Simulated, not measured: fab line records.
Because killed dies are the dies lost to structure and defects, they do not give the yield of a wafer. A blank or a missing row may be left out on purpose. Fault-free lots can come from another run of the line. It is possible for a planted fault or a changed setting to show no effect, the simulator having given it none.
Problem report, 8D (eight disciplines) form, completed by code || flow nand-harc || the parts of the form that need people (team, actions taken, sign-off) are left out

## 1. PROBLEM STATEMENT
Wafers without a fault read 998 nm, standard deviation 9.3; thk-nm at NHARC_A_ONON_D1_THK_MEAS_08 reads a mean of 1837 nm on 4 wafers belonging to 2 lots. Measured from the usual mean, that is +90 standard deviations.
The step: measures by ellipsometry.
First observed at day 9 10:51: wafer L777.2, on film-metro-02. At this step, 36 wafers from 12 lots have a number in the record. Rule for "out" (also "out of limits"): further than 4 standard deviations from the usual mean. All remaining wafers that have a number are taken as sound.

## 2. WHAT IT IS; WHAT IT IS NOT
{"question": "which readings at this step", "is": "thk-nm", "is not": "-"}
{"question": "which lots", "is": "L777, L779", "is not": "L770, L771, L773, L783, L784, L785, L787, L789, L791, L793"}
{"question": "which wafers of those lots", "is": "L777.2, L777.6, L779.2, L779.6", "is not": "L777.3, L779.1"}
{"question": "read on which gauges", "is": "film-metro-01, film-metro-02", "is not": "-"}
{"question": "when", "is": "from day 9 10:51", "is not": "up to then (10 sound wafers); but 22 sound wafers of L779, L783, L784, L785, L787, L789, L791, L793 came after"}

## 3. THE SUSPECTS, EACH WITH WHAT RULES IT OUT
Counting: a tool at a process step up to the reading stays a suspect if it ran every lot that is out. Sound lots after the first of them don't rule it out here, since some wafers of a struck lot are sound.
- the gauge at NHARC_A_ONON_D1_THK_MEAS_08 is ruled out. Those wafers that are out were read across 2 gauges (film-metro-01, film-metro-02).
- pecvd-onon-04 at NHARC_A_ONON_D1_DEP_06 (target thk 1000 nm): kept. Every lot that is out went through it, the first being L777 (day 9 10:23); the last sound lot it ran before that was L773 (day 8 11:43).
Remaining after the count: pecvd-onon-04 at NHARC_A_ONON_D1_DEP_06.

## 4. THE CAUSE (what the simulator had put in)
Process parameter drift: pecvd-onon-04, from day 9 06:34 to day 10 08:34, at NHARC_A_ONON_D1_DEP_06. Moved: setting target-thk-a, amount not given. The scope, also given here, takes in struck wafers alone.
The count eliminated every tool but this one.

## 5. THE EFFECT CHAIN, in route order
Each row: a reading whose mean over the struck wafers that have a number lies more than 3 standard deviations from the usual. Only readings whose record carries a usual standard deviation are examined. hours: median over the lots of the time between each lot's start at the first step of this table that gives one and its start at this step. sigmas: the change, counted in usual standard deviations.
{"hours": 0, "step": "NHARC_A_ONON_D1_THK_MEAS_08", "reading": "thk-nm", "usual": "998 nm", "on struck wafers": 1837, "change": "+839", "sigmas": "+90"}
{"hours": 295, "step": "NHARC_END_SORT_01", "reading": "killed-at-array", "usual": 28, "on struck wafers": 671, "change": "+643", "sigmas": "+64"}
{"hours": 295, "step": "NHARC_END_SORT_01", "reading": "killed-dies", "usual": 32, "on struck wafers": 677, "change": "+645", "sigmas": "+64"}

## 6. HOW IT WOULD HAVE BEEN CAUGHT EARLIER
Counted from the fault's start at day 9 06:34, it took 4 hours until the first out-of-limits reading at a measuring or inspecting step in this record, taken at day 9 10:51.
Among the 2 lots that are out, L779 began NHARC_A_ONON_D1_DEP_06 on pecvd-onon-04 after day 9 10:51. Holding the tool at that time would have saved it.
